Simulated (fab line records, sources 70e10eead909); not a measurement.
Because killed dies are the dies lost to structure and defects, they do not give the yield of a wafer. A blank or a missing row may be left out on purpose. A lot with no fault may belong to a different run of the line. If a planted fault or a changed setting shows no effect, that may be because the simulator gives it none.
The tool behind it: which one?    flow nand_harc    33 wafers from 11 lots sampled at 6 of the route's 1159 steps

## WHAT THE GAUGES SHOWED, per wafer
NHARC_P_M0_CD_MEAS_09 targets a cd of 90 nm.
lot   measured      on         cd_nm (nm)
L950  day 5 22:43   cd_sem-01  89.4 89.8 89.9
L955  day 7 04:31   cd_sem-02  89.8 90.3 89.6
L959  day 7 23:11   cd_sem-01  90.1 90.5 90.3
L958  day 8 01:35   cd_sem-03  89.2 89.0 88.9
L961  day 8 12:12   cd_sem-03  90.2 89.7 90.0
L964  day 9 02:04   cd_sem-01  91.9 92.4 91.9
L963  day 9 02:53   cd_sem-02  90.1 90.1 90.2
L965  day 9 18:16   cd_sem-03  89.6 90.2 89.9
L966  day 9 18:44   cd_sem-03  91.9 92.4 91.9
L967  day 10 04:48  cd_sem-01  90.3 90.1 90.7
L972  day 11 07:15  cd_sem-03  92.4 91.5 91.6

NHARC_END_SORT_01.
lot   measured      on         defect_limited_yield (%)  killed_at_array  killed_at_other  killed_at_periphery  killed_dies  killed_open  killed_short  sort_bin_2_pct (%)  sort_bin_3_pct (%)  sort_bin_4_pct (%)  sort_n_pass  sort_rim_yield_pct (%)  sort_yield_pct (%)
L955  day 21 09:30  prober-02  97.0 98.1 97.2            16 12 15         0 0 1            4 1 3                20 13 19     5 4 6        0 1 4         0.4 1.0 0.6         0 0 0.30            2.5 0.9 1.9         657 664 658  99 98 95                97.0 98.1 97.2
L959  day 21 18:07  prober-02  96.3 97.3                 24 16            0 1              1 1                  25 18        4 2          3 3           1.2 1.3             0.30 0.15           2.2 1.2             652 659      96 99                   96.3 97.3
L958  day 21 11:05  prober-01  92.6 93.4 94.1            48 42 35         0 1 1            2 2 4                50 45 40     3 3 2        3 0 5         2.2 1.8 2.5         0.59 0.15 0         4.6 4.7 3.4         627 632 637  93 88 92                92.6 93.4 94.1
L961  day 22 00:26  prober-02  93.5 95.0 95.0            43 30 31         0 2 0            1 2 3                44 34 34     3 0 4        1 1 0         1.5 1.6 2.1         0.44 0.15 0.44      4.6 3.2 2.5         633 643 643  94 90 97                93.5 95.0 95.0
L966  day 23 02:06  prober-01  96.2                      26               0                0                    26           0            3             1.5                 0.15                2.2                 651          94                      96.2

## WHICH TOOL RAN EACH LOT (tool, then ch and the chambers of the sampled wafers, then the start)
lot   NHARC_P_CONTACT_ETCH_18                       NHARC_P_M0_EXPOSE_06                NHARC_P_M0_ETCH_15                             NHARC_P_M0_STRIP_18
L950  rie_diel-11 ch 0,1,3, day 5 22:34 or earlier  arfi_scanner-02 ch 0, day 5 22:34   rie_diel-03 ch 1,2, day 5 23:19 or earlier     rie_diel-10 ch 0,2, day 5 23:19
L955  rie_diel-13 ch 0,3, day 7 04:23 or earlier    arfi_scanner-01 ch 0, day 7 04:23   rie_diel-10 ch 0,3, day 7 05:07 or earlier     rie_diel-10 ch 1,3, day 7 05:07
L959  rie_diel-11 ch 0,1,2, day 7 23:04 or earlier  arfi_scanner-01 ch 0, day 7 23:04   rie_diel-03 ch 0,1,3, day 7 23:45 or earlier   rie_diel-10 ch 1,2,3, day 7 23:45
L958  rie_diel-11 ch 1,2, day 8 01:27 or earlier    arfi_scanner-01 ch 0, day 8 01:27   rie_diel-10 ch 0,1,2, day 8 02:11 or earlier   rie_diel-03 ch 0,1, day 8 02:11
L961  rie_diel-13 ch 0,3, day 8 12:04 or earlier    arfi_scanner-02 ch 0, day 8 12:04   rie_diel-05 ch 1,2, day 8 12:47 or earlier     rie_diel-03 ch 2,3, day 8 12:47
L964  rie_diel-13 ch 0,3, day 9 01:55 or earlier    arfi_scanner-02 ch 0, day 9 01:55   rie_diel-05 ch 0,2,3, day 9 02:38 or earlier   rie_diel-03 ch 1,3, day 9 02:38
L963  rie_diel-02 ch 0,1,3, day 9 02:45 or earlier  arfi_scanner-03 ch 0, day 9 02:45   rie_diel-10 ch 0,1,2, day 9 03:26 or earlier   rie_diel-03 ch 0,2,3, day 9 03:26
L965  rie_diel-11 ch 0,1,2, day 9 18:07 or earlier  arfi_scanner-03 ch 0, day 9 18:07   rie_diel-10 ch 0,2,3, day 9 18:51 or earlier   rie_diel-05 ch 0,1,3, day 9 18:51
L966  rie_diel-13 ch 0,1,2, day 9 18:35 or earlier  arfi_scanner-02 ch 0, day 9 18:35   rie_diel-10 ch 0,1,3, day 9 19:19 or earlier   rie_diel-05 ch 1,3, day 9 19:19
L967  rie_diel-11 ch 0,1, day 10 04:40 or earlier   arfi_scanner-03 ch 0, day 10 04:40  rie_diel-10 ch 0,1,3, day 10 05:23 or earlier  rie_diel-10 ch 0,1,2, day 10 05:23
L972  rie_diel-13 ch 0,2, day 11 07:06 or earlier   arfi_scanner-02 ch 0, day 11 07:06  rie_diel-03 ch 0,1,3, day 11 07:49 or earlier  rie_diel-10 ch 0,2,3, day 11 07:49
- NHARC_P_CONTACT_ETCH_18: etches the open film in C4F8/O2/Ar, target depth 481 nm, time 240.5 s.
- NHARC_P_M0_EXPOSE_06: exposes mask P M0, target cd 90 nm.
- NHARC_P_M0_ETCH_15: etches the open film in C4F8/Ar, target depth 150 nm, overetch 15 nm, time 82.5 s.
- NHARC_P_M0_STRIP_18: strips in N2/H2.

## WHAT THE TOOLS THEMSELVES READ (means of the sampled wafers that have a number; where no wafer has one, the mark that the record gives instead)
NHARC_P_CONTACT_ETCH_18.
lot   tool         oes_product_au (a.u.)  rf_vpp_V (V)
L950  rie_diel-11  0.973                  982
L955  rie_diel-13  0.983                  982
L959  rie_diel-11  0.983                  980
L958  rie_diel-11  0.977                  978
L961  rie_diel-13  0.977                  978
L964  rie_diel-13  0.965                  979
L963  rie_diel-02  0.973                  980
L965  rie_diel-11  0.976                  980
L966  rie_diel-13  0.974                  987
L967  rie_diel-11  0.981                  982
L972  rie_diel-13  0.964                  987

NHARC_P_M0_EXPOSE_06.
lot   tool             exposure_dose_mJ_cm2
L950  arfi_scanner-02  81.34
L955  arfi_scanner-01  81.21
L959  arfi_scanner-01  81.15
L958  arfi_scanner-01  81.26
L961  arfi_scanner-02  81.24
L964  arfi_scanner-02  84.37
L963  arfi_scanner-03  81.33
L965  arfi_scanner-03  81.29
L966  arfi_scanner-02  83.70
L967  arfi_scanner-03  81.23
L972  arfi_scanner-02  82.81

NHARC_P_M0_ETCH_15.
lot   tool         oes_product_au (a.u.)  rf_vpp_V (V)
L950  rie_diel-03  0.969                  437.2
L955  rie_diel-10  0.963                  442.8
L959  rie_diel-03  0.932                  438.8
L958  rie_diel-10  0.974                  442.6
L961  rie_diel-05  0.979                  439.2
L964  rie_diel-05  0.970                  441.2
L963  rie_diel-10  0.957                  441.2
L965  rie_diel-10  0.920                  442.8
L966  rie_diel-10  0.949                  442.4
L967  rie_diel-10  0.967                  441.6
L972  rie_diel-03  0.975                  438.2

NHARC_P_M0_STRIP_18.
lot   tool         drypump_motor_current_A (A)  oes_product_au (a.u.)  rf_vpp_V (V)  showerhead_plenum_p_Torr (Torr)  throttle_valve_pct (%)
L950  rie_diel-10  5.3                          0.999                  89.9          2.08                             14.159
L955  rie_diel-10  5.6                          1.001                  91.7          2.12                             14.177
L959  rie_diel-10  5.5                          1.000                  91.1          2.12                             14.169
L958  rie_diel-03  5.6                          1.005                  89.5          1.95                             14.160
L961  rie_diel-03  6.0                          1.008                  90.0          1.96                             14.178
L964  rie_diel-03  5.7                          0.998                  89.6          1.97                             14.167
L963  rie_diel-03  5.9                          1.000                  90.9          1.95                             14.175
L965  rie_diel-05  5.4                          0.996                  89.9          1.97                             14.171
L966  rie_diel-05  5.4                          1.000                  90.1          1.96                             14.171
L967  rie_diel-10  5.4                          0.996                  91.9          2.08                             14.167
L972  rie_diel-10  5.4                          1.000                  90.3          2.11                             14.172

## THE ANSWER, worked out from the rows above alone
Rule: the usual values come from the lots themselves. The widest of any qualifying gaps counts: lots, ordered by their means at a reading, are off when they make up no more than a third of the lots, leave a main group of 4 or more, and stand apart from it by 3 or more times the standard deviation of that group's means. A main group is skipped when, at the precision printed for the reading in the tables above, its means are all equal. Also off: a lot with no number at a reading for which 4 or more lots have one. The other lots that the step has rows for count as sound. After the gauges, taken in route order, come the tools' own readings; for these a lot's mean is taken, as printed above. The first step at which some lot is off is used, and at that step the reading that is off furthest; a lot without a number counts as furthest.
Off: L964, L966, L972 (NHARC_P_M0_CD_MEAS_09, cd_nm). Main group: mean 89.9 nm, sd 0.39.
A tool fits if, at a process step before that reading, it ran every lot that is off, and no sound lot after the first of them. The gauges at NHARC_P_M0_CD_MEAS_09 aren't tried: what is off there is off at NHARC_P_M0_EXPOSE_06 too, on other tools, and a gauge's error can't cause that. Because NHARC_P_CONTACT_ETCH_18 lacks a start for some lots, the hours and order of its lots are taken from NHARC_P_M0_EXPOSE_06. Can't be told from this: 2 tools fit, rie_diel-13 at NHARC_P_CONTACT_ETCH_18, arfi_scanner-02 at NHARC_P_M0_EXPOSE_06.

## WHAT HAD BEEN PUT IN BY THE SIMULATOR
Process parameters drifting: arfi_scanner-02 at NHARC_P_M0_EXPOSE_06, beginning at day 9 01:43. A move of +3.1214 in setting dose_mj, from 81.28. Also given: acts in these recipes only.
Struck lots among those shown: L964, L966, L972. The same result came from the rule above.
